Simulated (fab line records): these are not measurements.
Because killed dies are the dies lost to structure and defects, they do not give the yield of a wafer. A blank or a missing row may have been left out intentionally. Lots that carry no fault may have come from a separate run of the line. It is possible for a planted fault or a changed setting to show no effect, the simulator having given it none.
fab line records    flow nandHarc
record: lots: 6  wafers: 18  lastDay: 32
route steps=1302 shown P_GATE@118
lots untouched by any fault: they come from a run of this same line in which no faults occurred
startH: hours from the record's opening day to when the first of the lot's shown wafers began    waitH: how many hours have passed since the lot's step before this one    " unchanged from the row above    L1.1+2: several wafers, shown together as one row    - no value present, or no start provided    * or withheld: withheld    < > ~ a bound
route shown NAME@n: a module of which the file shows steps, and the number in the route of the first    usual: mean/standard deviation of fault-free wafers    same: alike in all rows    chamber/n: place in a boat    sites: readings site by site    _std_site: standard deviation across them    _edge_site: outer sites' mean less inner sites'    radiusMm: for every site, how far away it sits from the centre of the wafer    mask NAME#n: copy n    behind: the most recent tool/chamber to have shaped the wafer    hold: why the lot was held/for how many hours/how that ended    device: transistor that didn't switch, given as n, p or np    end of line: the tests these same wafers got at the end of their route    where a step has no rows: the recipe by itself    killed: count of dies lost to structure and defects at first sort (not the wafer's yield)    map: dies across one wafer; x = killed, . = not, _ = none there
set.NAME: the setting that was run; set.NAME@STEP: the one run at that earlier step    model.NAME: the simulator's own value behind a step, which no gauge read
lots seen at some steps along the route; tables by step, rows by wafer
services: when a tool's chamber went out of use (startH, in hours from the record's first day, below 0 if earlier), for how many hours, and the reason
== steps ==
step: NHARC_P_GATE_EBR_07
step: NHARC_P_GATE_EXPOSE_08
recipe: na: 0.6  doseMj: 16.75  maskId: P_HV
step: NHARC_P_GATE_PEB_09
recipe: pebTempC: 118  pebTimeS: 85
step: NHARC_P_GATE_DEVELOP_10
recipe: timeS: 70
step: NHARC_P_GATE_CD_MEAS_11
recipe: targetCdNm: 1640  landingEnergyEv: 500
usual: cdNm: 1639.6/2.5
same: landingEnergyEv: 500
lot.wafer  tool      chamber  startH  waitH  cdNm
L243.2     cdSem-03  0        86.31   -      1641.8
L243.3     "         0        "       "      1639.1
L243.5     "         0        "       "      1642.7
L244.3     cdSem-02  0        90.55   -      1637.8
L244.4     "         0        "       "      1644.1
L244.6     "         0        "       "      1634.2
L246.1     cdSem-02  0        110.33  -      1640.1
L246.4     "         0        "       "      1638.4
L246.5     "         0        "       "      1640.5
L249.1     cdSem-02  0        139.90  -      1639.4
L249.5     "         0        "       "      1638.9
L249.6     "         0        "       "      1637.5
L252.3     cdSem-03  0        170.05  -      1638.7
L252.5     "         0        "       "      1642.6
L252.6     "         0        "       "      1637.6
L262.1     cdSem-02  0        275.43  -      1640.1
L262.3     "         0        "       "      1642.0
L262.5     "         0        "       "      1643.9
step: NHARC_P_GATE_HARDBAKE_12
recipe: tempC: 125  timeS: 80
step: NHARC_P_GATE_DESCUM_13
recipe: timeS: 3  o2FlowSccm: 200  arFlowSccm: 0  biasPowerW: 0  chemistry: O2
usual: drypumpMotorCurrentA: 5.6/0.44  oesProductAu: 0.999/0.014  rfVppV: 57.8/0.83  showerheadPlenumPTorr: 1.91/0.071  throttleValvePct: 11.310/0.0089
same: timeS: 3
lot.wafer  tool        chamber  startH  waitH  drypumpMotorCurrentA  oesProductAu  rfHoursCounterH  rfVppV  showerheadPlenumPTorr  throttleValvePct
L243.3     rieDiel-11  1        86.46   -      6.1                   0.987         6.8              57.4    1.90                   11.292
L243.2     "           2        "       "      5.8                   0.979         6.0              57.0    1.91                   11.313
L243.5     "           2        "       "      5.8                   0.992         -                56.5    1.91                   11.306
L244.3     rieDiel-11  0        90.70   -      6.1                   0.985         6.9              58.1    1.86                   11.315
L244.4     "           1        "       "      6.1                   0.989         6.8              58.3    1.90                   11.313
L244.6     "           1        "       "      6.0                   0.986         -                57.4    1.90                   11.311
L246.4     rieDiel-04  0        110.49  -      5.1                   1.034         5.0              58.4    1.99                   11.295
L246.1     "           3        "       "      5.8                   1.010         4.8              58.2    1.98                   11.317
L246.5     "           0        "       "      5.1                   1.026         -                57.6    1.99                   11.315
L249.1     rieDiel-04  3        140.07  -      5.8                   0.981         5.8              58.3    1.98                   11.314
L249.5     "           3        "       "      5.8                   0.986         -                58.0    1.98                   11.318
L249.6     "           0        "       "      5.1                   1.015         -                58.0    1.99                   11.301
L252.3     rieDiel-04  2        170.24  -      5.4                   0.992         8.1              58.6    1.88                   11.307
L252.6     "           3        "       "      5.8                   0.996         -                57.9    1.98                   11.294
L252.5     "           0        "       "      5.1                   1.013         -                58.2    1.99                   11.311
L262.1     rieDiel-04  3        275.59  -      5.8                   0.972         3.3              58.2    1.98                   11.321
L262.3     "           2        "       "      5.4                   1.022         5.6              56.3    1.87                   11.296
L262.5     "           3        "       "      5.8                   0.984         -                58.4    1.98                   11.303
step: NHARC_P_GATE_ETCH_14
recipe: targetDepthA: 488  chemistry: dHF  material: SiO2
step: NHARC_P_GATE_STRIP_15
recipe: timeS: 780  tempC: 130  chemistry: SPM
step: NHARC_P_GATE_PRECLEAN_71
recipe: timeS: *  tempC: 50  bathAgeMin: 0  chemistry: SC1
step: NHARC_P_GATE_SRD_72
step: NHARC_P_GATE_OXIDE_16
recipe: targetThkA: 30  tempC: 875  oxTimeS: 392  material: SiO2
step: NHARC_P_GATE_CVD_17
recipe: targetThkA: 1500  tempC: 620  timeS: 900  material: poly-Si
usual: spikeTcTopC: 638.2/2.1
same: timeS: 900
lot.wafer  tool          chamber  startH  waitH  spikeTcTopC
L243.2     lpcvdPoly-02  0        96.21   2.6    638.4
L243.3     "             0        "       "      639.7
L243.5     "             0        "       "      640.0
L244.3     lpcvdPoly-03  0        100.50  2.5    635.9
L244.4     "             0        "       "      636.0
L244.6     "             0        "       "      636.5
L246.1     lpcvdPoly-02  0        120.29  2.6    640.1
L246.4     "             0        "       "      640.7
L246.5     "             0        "       "      640.9
L249.1     lpcvdPoly-02  0        150.26  2.6    640.1
L249.5     "             0        "       "      640.5
L249.6     "             0        "       "      640.7
L249.1     lpcvdPoly-02  0        153.04  0.5    640.0
L249.5     "             0        "       "      639.0
L249.6     "             0        "       "      640.3
L252.3     lpcvdPoly-02  0        181.43  3.9    641.6
L252.5     "             0        "       "      640.5
L252.6     "             0        "       "      641.1
L252.3     lpcvdPoly-02  0        184.18  0.5    639.6
L252.5     "             0        "       "      640.2
L252.6     "             0        "       "      640.5
L262.1     lpcvdPoly-02  0        287.04  2.6    640.3
L262.3     "             0        "       "      640.1
L262.5     "             0        "       "      639.1
step: NHARC_P_GATE_HM_DEP_102
recipe: targetThkA: 1200  tempC: 400  material: aC
usual: throttleValvePct: 34.999/0.0092
lot.wafer  tool       chamber  startH  waitH  throttleValvePct
L243.2     aclDep-01  0        98.92   0.5    35.008
L243.3     "          0        "       "      34.990
L243.5     "          0        "       "      35.009
L244.3     aclDep-02  0        103.33  0.6    34.982
L244.4     "          0        "       "      34.995
L244.6     "          0        "       "      34.994
L246.1     aclDep-02  0        126.45  3.9    35.002
L246.4     "          0        "       "      34.993
L246.5     "          0        "       "      35.006
L249.1     aclDep-03  0        157.31  2.0    34.998
L249.5     "          0        "       "      34.999
L249.6     "          0        "       "      34.994
L252.3     aclDep-01  0        187.34  0.9    34.990
L252.5     "          0        "       "      35.016
L252.6     "          0        "       "      35.012
L262.1     aclDep-03  0        295.06  5.8    35.001
L262.3     "          0        "       "      35.000
L262.5     "          0        "       "      35.003
== services ==
tool          chamber  startH  hours  kind
rieDiel-04    0        83.43   -      clean
rieDiel-04    1        83.43   -      clean
rieDiel-04    2        83.43   -      clean
rieDiel-04    3        83.43   -      clean
rieDiel-11    -        98.31   9.0    pm
rieDiel-04    0        107.93  -      clean
rieDiel-04    1        107.93  -      clean
rieDiel-04    2        107.93  -      clean
rieDiel-04    3        107.93  -      clean
rieDiel-11    3        120.62  1.8    repair
aclDep-03     -        120.64  13.0   pm
rieDiel-04    1        132.03  14.0   repair
rieDiel-04    0        132.43  -      clean
rieDiel-04    2        132.43  -      clean
rieDiel-04    3        132.43  -      clean
rieDiel-04    -        177.90  9.0    pm
rieDiel-04    1        187.13  15.8   repair
aclDep-01     -        188.84  4.5    repair
aclDep-01     -        193.35  13.0   pm
rieDiel-04    1        203.94  5.0    repair
lpcvdPoly-02  -        207.47  26.0   pm
rieDiel-04    3        218.81  16.7   repair
aclDep-02     -        241.92  13.0   pm
rieDiel-11    -        275.31  9.0    pm
== key ==
firstSign: step: NHARC_P_GATE_CVD_17  reading: visit  direction: added
effect none on later readings
metAt NHARC_P_GATE_CVD_17
struckWafers L249.1,L249.5,L249.6,L252.3,L252.5,L252.6
sortLeftOut L249.1,L249.5,L249.6,L252.3,L252.5,L252.6
testerLeftOut L249,L252
fault: kind: repeatedStepWhole  tool: lpcvdPoly-01,lpcvdPoly-02,lpcvdPoly-03  chamber: -  onsetH: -  steps: NHARC_P_GATE_CVD_17  times: 1  scope: struckLotsOnly
testerLeftOut: of these lots the tester's yield and bins aren't shown, on N5 and GAA mostly nor the transistor test; their killed dies are dies lost to structure and defects alone, not to doping, threshold or leakage, so they don't give the yield
sortLeftOut: the simulated sort isn't trusted on such a fault, so these wafers' sort isn't shown, and their yield isn't known
